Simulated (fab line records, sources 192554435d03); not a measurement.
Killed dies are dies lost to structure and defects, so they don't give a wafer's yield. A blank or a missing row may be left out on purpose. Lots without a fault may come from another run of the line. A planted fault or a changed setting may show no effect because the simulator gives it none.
fab line records | flow n5_finfet
record lots=9 wafers=26 last_day=18
route steps=1938 shown STI_FIN_REVEAL@207 DUMMY_GATE@234 BEOL_M4@1111 PASSIVATION@1936
lots that met no fault: from a run of the same line without faults
start_h: hours from the record's first day to the start of the lot's first wafer shown | wait_h: hours since the lot's step before | " the same as in the row above | L1.1+2: a row that stands for several wafers | - no value, or no start given | * or withheld: withheld | < > ~ a bound
route shown NAME@n: a module of which the file shows steps, and the number in the route of the first | usual: mean/standard deviation of fault-free wafers | same: alike in all rows | chamber/n: place in a boat | sites: the reading at each site | _std_site: their standard deviation | _edge_site: outer sites' mean less inner sites' | radius_mm: how far each site lies from the wafer's centre | mask NAME#n: copy n | behind: the tool/chamber that last shaped the wafer | hold: why the lot was held/for how many hours/how that ended | device: the transistor (n, p or np) that didn't switch | end of line: the same wafers' tests at the end of the route | a step without rows: its recipe alone | killed: dies lost to structure and defects at the first sort, not the wafer's yield | map: a wafer's dies, x killed, . not, _ none there
set.NAME: the setting as run; set.NAME@STEP: as run at that earlier step | model.NAME: the simulator's own value behind a step, which no gauge read
steps of the route over a sample of lots; a table a step, a row a wafer
services: from which hour (start_h, from the record's first day; less than 0 if before it) a tool's chamber was out of use, for how many hours, and why
## steps
# step N5_STI_FIN_REVEAL_CD_MEAS_22
# recipe target_cd_nm=6.238 pitch_nm=28 polarity=line
# usual cd_nm=6.32/0.26
# columns lot.wafer tool chamber start_h wait_h cd_nm
L279.2 cd_sem-01 - 37.94 0.0 6.29
L279.3 " - " " 6.72
L279.5 " - " " 6.15
L282.2 cd_sem-02 - 55.28 0.0 6.38
L282.5 " - " " 6.41
L282.6 " - " " 6.23
L284.2 cd_sem-01 - 67.27 0.0 6.27
L284.5 " - " " 6.40
L284.6 " - " " 6.38
L286.1 cd_sem-02 - 79.22 0.0 6.23
L286.4 " - " " 6.29
L286.6 " - " " 6.83
L290.2 cd_sem-01 - 104.92 0.0 6.54
L290.3 " - " " 6.52
L290.5 " - " " 6.06
L294.2 cd_sem-02 - 130.68 0.0 6.49
L294.5 " - " " 6.19
L299.2 cd_sem-03 - 160.30 0.0 6.25
L299.4 " - " " 6.14
L299.5 " - " " 5.89
L300.2 cd_sem-03 - 166.59 0.0 5.84
L300.3 " - " " 6.88
L300.4 " - " " 6.26
L301.2 cd_sem-01 - 170.75 0.0 6.20
L301.3 " - " " 6.56
L301.6 " - " " 6.57
# step N5_DUMMY_GATE_DESCUM_20
# recipe chemistry=O2 time_s=6.2 source_power_w=50 bias_power_w=20 pressure_mtorr=20 rf_frequency_hz=2.712e+07 temp_c=40 resist=CAR-EUV o2_flow_sccm=225
# usual bias_power_w=20.01/0.062 drypump_motor_current_A=5.5/0.35 oes_product_au=0.77/0.061 rf_vpp_V=243.3/1.2 showerhead_plenum_p_Torr=2.12/0.054 throttle_valve_pct=20.54/0.16
# columns lot.wafer tool chamber start_h wait_h bias_power_w drypump_motor_current_A oes_product_au rf_hours_counter_h rf_vpp_V showerhead_plenum_p_Torr throttle_valve_pct
L279.2 rie_diel-05 3 47.66 0.2 19.98 5.8 0.79 123 243.6 2.10 20.46
L279.3 " 2 " " 20.07 5.2 0.77 137 243.5 2.11 20.37
L279.5 " 2 " " 19.97 5.2 0.76 - 243.4 2.11 20.35
L282.2 rie_diel-03 1 64.15 0.0 20.10 5.1 0.80 116 243.8 2.13 20.60
L282.5 " 1 " " 20.06 5.1 0.80 - 244.0 2.13 20.59
L282.6 " 0 " " 19.98 5.5 0.93 - 242.0 2.06 20.40
L284.2 rie_diel-05 1 76.12 0.0 20.00 5.6 0.73 158 242.9 2.10 20.50
L284.5 " 2 " " 19.92 5.3 0.75 - 243.7 2.11 20.36
L284.6 " 3 " " 20.04 5.8 0.78 - 243.9 2.10 20.45
L286.1 rie_diel-03 3 87.98 0.0 20.04 5.6 0.79 131 245.2 2.20 20.75
L286.4 " 0 " " 20.04 5.5 0.92 26 243.5 2.05 20.42
L286.6 " 0 " " 20.06 5.5 0.92 - 240.1 2.05 20.42
L290.2 rie_diel-04 0 113.79 0.0 19.96 6.1 0.75 174 242.0 2.09 20.48
L290.3 " 3 " " 20.03 5.0 0.70 223 243.1 2.08 20.68
L290.5 " 2 " " 20.11 6.6 0.69 - 241.1 1.98 20.39
L294.2 rie_diel-05 0 139.94 0.4 19.94 5.8 0.72 179 244.6 2.20 20.71
L294.5 " 3 " " 20.00 5.8 0.75 - 241.7 2.09 20.47
L299.2 rie_diel-03 2 169.18 0.0 19.98 5.1 0.67 245 243.6 2.14 20.34
L299.4 " 3 " " 20.02 5.6 0.75 157 244.2 2.19 20.80
L299.5 " 0 " " 20.10 5.5 0.87 - 241.2 2.05 20.45
L300.2 rie_diel-03 1 175.70 0.1 20.10 5.1 0.77 151 241.9 2.12 20.65
L300.3 " 2 " " 20.01 5.1 0.67 247 244.3 2.14 20.34
L300.4 " 0 " " 19.95 5.5 0.86 55 243.3 2.04 20.45
L301.2 rie_diel-03 0 179.82 0.0 19.99 5.5 0.86 56 241.8 2.04 20.46
L301.3 " 2 " " 20.05 5.1 0.67 248 245.5 2.14 20.33
L301.6 " 0 " " 19.97 5.5 0.86 - 242.5 2.04 20.45
# step N5_DUMMY_GATE_ETCH_37
# recipe chemistry=N2/H2 target=SOC target_depth_a=600 overetch_a=300 temp_c=40 ion_energy_ev=200 pressure_mtorr=30 source_w=840 bias_w=150 n2_flow_sccm=200 h2_flow_sccm=200
# usual drypump_motor_current_A=5.5/0.35 oes_product_au=0.60/0.047 rf_vpp_V=524.5/2 showerhead_plenum_p_Torr=2.56/0.061 throttle_valve_pct=17.85/0.14
# columns lot.wafer tool chamber start_h wait_h drypump_motor_current_A oes_product_au rf_hours_counter_h rf_vpp_V showerhead_plenum_p_Torr throttle_valve_pct
L279.2 rie_diel-05 3 47.80 0.0 5.8 0.63 123 524.4 2.56 18.02
L279.3 " 2 " " 5.3 0.60 137 523.7 2.54 17.63
L279.5 " 2 " " 5.3 0.61 - 523.7 2.54 17.61
L282.2 rie_diel-03 1 64.30 0.0 5.1 0.63 116 525.1 2.54 17.71
L282.5 " 1 " " 5.1 0.62 - 525.7 2.54 17.71
L282.6 " 0 " " 5.5 0.73 - 522.7 2.49 17.74
L284.2 rie_diel-05 1 76.27 0.0 5.6 0.59 158 523.9 2.55 17.93
L284.5 " 2 " " 5.3 0.60 - 526.0 2.54 17.63
L284.6 " 3 " " 5.8 0.62 - 523.1 2.56 18.04
L286.1 rie_diel-03 3 88.12 0.0 5.6 0.61 131 527.5 2.65 17.99
L286.4 " 0 " " 5.5 0.72 26 522.7 2.49 17.76
L286.6 " 0 " " 5.4 0.72 - 522.2 2.49 17.76
L290.2 rie_diel-04 0 113.94 0.0 6.1 0.59 174 523.0 2.54 17.98
L290.3 " 3 " " 5.0 0.55 224 523.1 2.49 17.81
L290.5 " 2 " " 6.5 0.56 - 519.5 2.42 17.96
L294.2 rie_diel-05 0 140.09 0.0 5.8 0.59 179 525.8 2.63 17.85
L294.5 " 3 " " 5.8 0.60 - 524.7 2.55 18.06
L299.2 rie_diel-03 2 169.33 0.0 5.1 0.53 245 525.1 2.60 17.68
L299.4 " 3 " " 5.6 0.60 157 527.3 2.64 18.02
L299.5 " 0 " " 5.5 0.68 - 521.6 2.48 17.80
L300.2 rie_diel-03 1 175.85 0.0 5.1 0.60 151 525.8 2.52 17.78
L300.3 " 2 " " 5.1 0.53 247 524.5 2.59 17.69
L300.4 " 0 " " 5.5 0.68 55 523.8 2.48 17.80
L301.2 rie_diel-03 0 179.97 0.0 5.5 0.69 56 521.3 2.48 17.79
L301.3 " 2 " " 5.1 0.53 248 526.5 2.59 17.69
L301.6 " 0 " " 5.5 0.68 - 521.7 2.48 17.81
# step N5_DUMMY_GATE_TRIM_49
# recipe chemistry=O2 resist=SOC time_s=29 target_cd_nm=14 source_power_w=300 bias_power_w=0 O2_flow_sccm=100 temp_c=20
# usual O2_flow_sccm=99.95/0.29 drypump_motor_current_A=5.7/0.4 oes_product_au=1.005/0.018 throttle_valve_pct=8.25/0.21
# same bias_power_w=0
# columns lot.wafer tool chamber start_h wait_h O2_flow_sccm drypump_motor_current_A oes_product_au rf_hours_counter_h throttle_valve_pct
L279.2 rie_si-01 0 47.89 0.0 99.98 4.8 0.973 103 8.27
L279.3 " 3 " " 99.27 5.6 0.982 156 8.27
L279.5 " 3 " " 99.46 5.6 0.989 - 8.28
L282.2 rie_si-04 3 64.38 0.0 99.84 5.4 1.018 71 8.21
L282.5 " 0 " " 99.98 5.7 1.013 - 8.42
L282.6 " 1 " " 99.93 5.7 1.021 - 8.46
L284.2 rie_si-01 1 76.35 0.0 100.11 5.9 1.016 27 7.98
L284.5 " 2 " " 99.74 6.5 1.020 - 8.33
L284.6 " 3 " " 100.75 5.6 0.989 - 8.26
L286.1 rie_si-05 0 88.21 0.0 99.82 5.6 1.017 192 8.21
L286.4 " 2 " " 99.93 6.3 1.008 32 7.97
L286.6 " 3 " " 100.14 5.3 1.001 - 8.50
L290.2 rie_si-04 3 114.02 0.0 100.09 5.4 1.024 72 8.21
L290.3 " 2 " " 99.73 5.7 0.977 111 8.41
L290.5 " 2 " " 99.58 5.7 0.977 - 8.41
L294.2 rie_si-04 2 140.17 0.0 100.33 5.8 0.967 111 8.42
L294.5 " 0 " " 100.23 5.7 1.017 - 8.45
L299.2 rie_si-01 1 169.41 0.0 99.77 5.9 0.997 28 7.99
L299.4 " 0 " " 99.54 4.7 0.973 105 8.28
L299.5 " 3 " " 100.08 5.6 0.985 - 8.28
L300.2 rie_si-05 0 175.93 0.0 99.96 5.6 0.972 0 7.98
L300.3 " 3 " " 99.77 5.3 0.997 191 8.51
L300.4 " 2 " " 100.30 6.2 1.018 34 7.96
L301.2 rie_si-05 2 180.05 0.0 99.86 6.3 0.993 34 7.98
L301.3 " 0 " " 99.59 5.6 0.968 0 7.98
L301.6 " 0 " " 100.14 5.6 0.968 - 7.97
# step N5_DUMMY_GATE_CD_MEAS_50
# recipe target_cd_nm=14
# usual cd_nm=14.2/0.39
# columns lot.wafer tool chamber start_h wait_h cd_nm
L279.2 cd_sem-02 - 48.04 0.0 14.2
L279.3 " - " " 14.5
L279.5 " - " " 14.0
L282.2 cd_sem-03 - 64.53 0.0 14.6
L282.5 " - " " 14.4
L282.6 " - " " 14.5
L284.2 cd_sem-01 - 76.60 0.0 13.5
L284.5 " - " " 14.3
L284.6 " - " " 14.4
L286.1 cd_sem-01 - 88.35 0.0 14.3
L286.4 " - " " 14.4
L286.6 " - " " 14.3
L290.2 cd_sem-02 - 114.17 0.0 13.9
L290.3 " - " " 14.2
L290.5 " - " " 13.2
L294.2 cd_sem-03 - 140.34 0.0 12.8
L294.5 " - " " 13.7
L299.2 cd_sem-01 - 169.56 0.0 14.1
L299.4 " - " " 14.0
L299.5 " - " " 14.3
L300.2 cd_sem-03 - 176.10 0.1 14.5
L300.3 " - " " 13.9
L300.4 " - " " 14.3
L301.2 cd_sem-01 - 180.20 0.0 14.8
L301.3 " - " " 14.2
L301.6 " - " " 14.4
# step N5_BEOL_M4_RC_MEAS_101
# usual DIBL_N=36.2/1.6 DIBL_P=36.1/2 IOFF_N=0.16/0.032 IOFF_N_85C=3.1/0.52 IOFF_N_LIN=0.073/0.011 IOFF_P=0.22/0.036 IOFF_P_85C=3.7/0.52 ION_N=672/11 ION_P=463/7.5 SS_N=71.4/0.58 SS_P=73.2/0.67 VT_N=250/3.3 VT_P=-250/3.3
# columns lot.wafer tool chamber start_h wait_h DIBL_N[mV/V] DIBL_P[mV/V] IOFF_N[nA/um] IOFF_N_85C[nA/um] IOFF_N_LIN[nA/um] IOFF_P[nA/um] IOFF_P_85C[nA/um] ION_N[uA/um] ION_P[uA/um] SS_N[mV/dec] SS_P[mV/dec] VT_N[mV] VT_P[mV]
L279.2 prober-02 0 172.98 0.2 36.6 37.3 0.13 2.6 0.061 0.17 3.1 652 446 71.1 72.5 254 -257
L279.3 " 0 " " 37.2 38.7 0.17 3.3 0.080 0.19 3.4 679 456 72.3 74.0 247 -251
L279.5 " 0 " " 34.5 35.6 0.12 2.4 0.058 0.15 2.7 660 444 70.7 72.3 255 -256
L282.2 prober-02 0 181.64 0.2 36.3 35.6 0.16 3.1 0.076 0.23 3.9 683 474 71.8 73.3 247 -250
L282.5 " 0 " " 37.3 37.0 0.18 3.3 0.081 0.25 4.1 680 465 71.7 73.5 247 -246
L282.6 " 0 " " 37.1 36.1 0.16 3.1 0.076 0.22 3.8 680 472 71.6 73.8 248 -250
L284.2 prober-01 0 200.53 0.2 37.3 36.4 0.17 3.3 0.076 0.23 3.8 673 467 71.5 73.2 250 -247
L284.5 " 0 " " 36.5 34.5 0.17 3.3 0.074 0.20 3.5 678 459 71.8 72.7 247 -249
L284.6 " 0 " " 34.3 33.2 0.13 2.6 0.062 0.18 3.2 668 457 70.1 72.1 249 -250
L286.1 prober-02 0 213.45 0.0 34.3 33.8 0.13 2.7 0.062 0.17 3.1 659 452 71.4 72.2 255 -256
L286.4 " 0 " " 33.2 33.0 0.12 2.4 0.056 0.15 2.7 648 440 70.8 72.7 257 -258
L286.6 " 0 " " 35.8 37.2 0.16 3.2 0.076 0.22 3.8 670 458 71.2 73.9 249 -252
L290.2 prober-01 0 238.05 0.2 35.3 35.8 0.15 2.9 0.069 0.24 4.1 675 474 71.6 72.6 250 -246
L290.3 " 0 " " 36.7 37.5 0.18 3.5 0.084 0.27 4.6 681 474 72.1 73.8 247 -243
L290.5 " 0 " " 36.0 36.4 0.15 3.0 0.071 0.24 4.1 677 471 71.7 73.5 250 -247
L294.2 prober-02 0 270.39 0.2 44.1 44.3 0.39 6.5 0.139 0.37 5.7 709 470 74.1 75.8 237 -245
L294.5 " 0 " " 36.6 37.4 0.17 3.3 0.077 0.23 3.9 674 466 71.1 73.8 247 -247
L300.2 prober-02 0 294.98 0.2 33.0 30.8 0.11 2.2 0.051 0.15 2.7 649 449 71.1 72.6 257 -254
L300.3 " 0 " " 38.4 38.8 0.20 3.8 0.088 0.27 4.6 676 463 71.9 74.0 248 -244
L300.4 " 0 " " 35.4 34.2 0.13 2.7 0.065 0.19 3.4 670 463 71.2 72.6 251 -249
L299.2 prober-02 0 305.23 0.2 40.5 38.1 0.21 4.0 0.087 0.27 4.6 666 462 71.8 73.7 246 -247
L299.4 " 0 " " 37.6 34.2 0.15 3.1 0.068 0.20 3.6 660 462 71.4 72.6 250 -250
L299.5 " 0 " " 38.3 34.9 0.16 3.1 0.066 0.20 3.7 653 457 71.7 72.8 251 -250
L301.2 prober-02 0 323.01 0.2 33.9 34.4 0.12 2.4 0.059 0.17 3.1 661 464 70.6 71.7 254 -253
L301.3 " 0 " " 35.4 37.0 0.14 2.8 0.069 0.20 3.6 679 466 70.3 72.9 253 -249
L301.6 " 0 " " 34.7 36.1 0.13 2.6 0.064 0.19 3.3 669 466 70.5 72.2 254 -252
# step N5_PASSIVATION_PROBE_49
# usual defect_limited_yield=91.4/1.3 killed_at_M0_to_M3=34/10 killed_at_M4_up=14/5.6 killed_at_contacts=13/5.9 killed_at_front_end=37/9.9 killed_at_other=3.5/2.8 killed_dies=101/15 killed_open=67/12 killed_short=32/6.6 sort_bin_4_leakage=0.00/0.014 sort_bin_5_function=5.0/0.81 sort_bin_6_memory=3.2/0.66 sort_bin_8_speed=0.00/0.007 sort_n_pass=1079/15 sort_yield_pct=91.4/1.3
# same gross_dies=1180 killed_at_back_side=0
# columns lot.wafer tool chamber start_h wait_h defect_limited_yield[%] killed_at_M0_to_M3 killed_at_M4_up killed_at_contacts killed_at_front_end killed_at_other killed_dies killed_open killed_short sort_bin_4_leakage[%] sort_bin_5_function[%] sort_bin_6_memory[%] sort_bin_8_speed[%] sort_n_pass sort_yield_pct[%]
L282.2 prober-02 - 288.47 0.1 92.5 39 12 8 26 3 88 59 28 0 4.0 3.2 0 1092 92.5
L282.5 prober-02 - 288.62 0.2 92.6 33 22 4 26 2 87 61 23 0 4.4 2.5 0 1093 92.6
L282.6 prober-02 - 288.67 0.3 92.4 34 14 8 30 4 90 55 34 0 4.3 3.2 0 1090 92.4
L284.2 prober-01 - 311.72 0.1 92.3 39 25 7 18 2 91 66 25 0 5.3 2.3 0 1089 92.3
L284.5 prober-01 - 311.87 0.2 92.0 35 21 10 28 0 94 70 24 0 5.1 2.9 0 1086 92.0
L284.6 prober-01 - 311.92 0.3 92.0 35 20 10 27 2 94 63 28 0 4.4 3.1 0 1086 92.0
L286.1 prober-01 - 316.64 0.0 90.6 29 14 12 51 5 111 72 36 0 5.9 3.1 0 1069 90.6
L286.4 prober-01 - 316.79 0.2 88.6 34 23 22 50 5 134 86 47 0 6.7 4.0 0 1046 88.6
L286.6 prober-01 - 316.89 0.3 90.9 40 11 9 41 6 107 71 35 0 5.2 3.2 0 1073 90.9
L290.2 prober-01 - 342.33 0.1 92.4 20 13 21 34 2 90 60 29 0 4.5 2.9 0 1090 92.4
L294.2 prober-01 - 371.98 0.1 91.9 33 21 8 34 0 96 64 32 10.00 4.6 3.4 0 966 81.9
L294.5 prober-01 - 372.13 0.2 87.6 55 20 21 45 5 146 96 50 0 7.1 4.5 0 1034 87.6
# killed by level:class
L282.2 BEOL_M2:geometric_particle:open=9 STI_FIN_REVEAL:geometric_particle:open=8 MOL_CONTACT_COAG:geometric_particle:open=8 BEOL_M0_SAQP:geometric_particle:open=6 GATE_CUT:geometric_particle:short=5 BEOL_M0_SAQP:geometric_particle:short=5 BEOL_M0:geometric_particle:open=5 BEOL_M1:geometric_particle:open=4
L282.5 BEOL_M2:geometric_particle:open=12 BEOL_M4:geometric_particle:open=10 GATE_CUT:geometric_particle:short=6 BEOL_M0_SAQP:geometric_particle:open=6 STI_FIN_REVEAL:geometric_particle:open=4 BEOL_M1:geometric_particle:open=4 FIN_SAQP:geometric_particle:open=3 GATE_CUT:geometric_particle:open=3
L282.6 MOL_CONTACT_COAG:geometric_particle:open=7 FIN_SAQP:geometric_particle:short=6 BEOL_M0_SAQP:geometric_particle:short=6 STI_FIN_REVEAL:geometric_particle:open=5 BEOL_M0_SAQP:geometric_particle:open=5 BEOL_M2:geometric_particle:open=5 BEOL_M4:geometric_particle:open=5 BEOL_M1:geometric_particle:short=4
L284.2 BEOL_M0_SAQP:geometric_particle:open=11 BEOL_M4:geometric_particle:open=11 BEOL_M2:geometric_particle:open=9 BEOL_M3:geometric_particle:open=8 BEOL_M5:geometric_particle:open=5 MOL_CONTACT_COAG:geometric_particle:open=5 BEOL_M0_SAQP:geometric_particle:short=4 FIN_SAQP:geometric_particle:open=3
L284.5 BEOL_M3:geometric_particle:open=11 BEOL_M4:geometric_particle:open=11 BEOL_M0_SAQP:geometric_particle:short=9 MOL_CONTACT_COAG:geometric_particle:open=8 BEOL_M2:geometric_particle:open=8 STI_FIN_REVEAL:geometric_particle:open=5 ILD0:geometric_particle:open=4 GATE_CUT:geometric_particle:open=4
L284.6 BEOL_M3:geometric_particle:open=10 MOL_CONTACT_COAG:geometric_particle:open=9 BEOL_M0_SAQP:geometric_particle:open=9 BEOL_M4:geometric_particle:open=9 FIN_SAQP:geometric_particle:open=7 BEOL_M0_SAQP:geometric_particle:short=5 FIN_SAQP:geometric_particle:short=4 BEOL_M2:geometric_particle:open=4
L286.1 STI_FIN_REVEAL:geometric_particle:open=14 MOL_CONTACT_COAG:geometric_particle:open=11 FIN_SAQP:geometric_particle:short=8 BEOL_M1:geometric_particle:open=8 BEOL_M4:geometric_particle:open=7 STI_FIN_REVEAL:geometric_particle:short=6 FIN_SAQP:geometric_particle:open=5 GATE_CUT:geometric_particle:short=4
L286.4 FIN_SAQP:geometric_particle:short=19 MOL_CONTACT_COAG:geometric_particle:open=17 FIN_SAQP:geometric_particle:open=12 BEOL_M1:geometric_particle:open=11 BEOL_M4:geometric_particle:open=10 BEOL_M0_SAQP:geometric_particle:open=10 STI_FIN_REVEAL:geometric_particle:open=5 MOL_CONTACT_COAG:geometric_particle:short=5
L286.6 DUMMY_GATE:geometric_particle:open=10 MOL_CONTACT_COAG:geometric_particle:open=9 BEOL_M1:geometric_particle:open=8 STI_FIN_REVEAL:geometric_particle:open=7 BEOL_M0:geometric_particle:open=7 GATE_CUT:geometric_particle:short=5 BEOL_M4:geometric_particle:open=5 BEOL_M0:geometric_particle:short=5
L290.2 MOL_CONTACT_COAG:geometric_particle:open=15 FIN_SAQP:geometric_particle:open=6 MOL_CONTACT_COAG:geometric_particle:short=6 BEOL_M4:geometric_particle:open=6 FIN_SAQP:geometric_particle:short=5 BEOL_M0_SAQP:geometric_particle:open=5 DUMMY_GATE:geometric_particle:open=4 BEOL_M0_SAQP:geometric_particle:short=4
L294.2 STI_FIN_REVEAL:geometric_particle:open=11 BEOL_M0_SAQP:geometric_particle:short=11 BEOL_M4:geometric_particle:open=7 MOL_CONTACT_COAG:geometric_particle:open=6 BEOL_M2:geometric_particle:open=6 BEOL_M3:geometric_particle:short=5 BEOL_M8:geometric_particle:open=5 BEOL_M0_SAQP:geometric_particle:open=4
L294.5 MOL_CONTACT_COAG:geometric_particle:open=18 STI_FIN_REVEAL:geometric_particle:open=12 BEOL_M1:geometric_particle:open=12 BEOL_M0_SAQP:geometric_particle:short=11 BEOL_M0_SAQP:geometric_particle:open=11 BEOL_M4:geometric_particle:open=9 BEOL_M3:geometric_particle:open=7 ILD0:geometric_particle:short=6
## services
# columns tool chamber start_h hours kind
rie_diel-04 2 34.66 7.4 repair
rie_si-05 2 43.74 1.9 repair
rie_si-01 1 51.81 13.5 repair
rie_diel-03 2 63.50 4.4 repair
rie_diel-05 3 63.51 2.7 repair
rie_diel-03 - 78.65 2.5 repair
rie_si-05 1 114.00 6.8 repair
rie_diel-04 - 118.88 14.6 pm
rie_si-05 0 154.63 - clean
rie_si-05 0 154.63 12.6 scheduled_down
rie_si-05 0 154.63 12.6 vent_cycle
rie_diel-04 3 164.80 1.4 repair
rie_si-05 3 177.78 - clean
rie_si-05 3 177.78 18.0 scheduled_down
rie_si-05 3 177.78 18.0 vent_cycle
## key
first_sign step=N5_DUMMY_GATE_CD_MEAS_50 reading=cd_nm direction=down sigmas=3.5 usual=14.2 struck=12.8
effect step=N5_BEOL_M4_RC_MEAS_101 reading=IOFF_N direction=up sigmas=7.2 usual=0.16 struck=0.39
effect step=N5_BEOL_M4_RC_MEAS_101 reading=IOFF_N_85C direction=up sigmas=6.6 usual=3.1 struck=6.5
effect step=N5_BEOL_M4_RC_MEAS_101 reading=IOFF_N_LIN direction=up sigmas=5.8 usual=0.073 struck=0.139
effect step=N5_BEOL_M4_RC_MEAS_101 reading=IOFF_P direction=up sigmas=4.2 usual=0.22 struck=0.37
effect step=N5_BEOL_M4_RC_MEAS_101 reading=IOFF_P_85C direction=up sigmas=3.8 usual=3.7 struck=5.7
effect step=N5_PASSIVATION_PROBE_49 reading=sort_bin_4_leakage direction=up sigmas=99+ usual=0.00 struck=10.00
met_at N5_DUMMY_GATE_ETCH_37
struck_lots L294
struck_wafers L294.2
not_acting_at N5_STI_FIN_REVEAL_CD_MEAS_22,N5_DUMMY_GATE_DESCUM_20,N5_DUMMY_GATE_TRIM_49
onset_between 76.27 140.09
fault kind=process_parameter_drift tool=rie_diel-05 chamber=- onset_h=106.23 steps=N5_DUMMY_GATE_ETCH_37 channel=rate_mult offset=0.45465 shape=step end_h=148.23 scope=struck_wafers_only
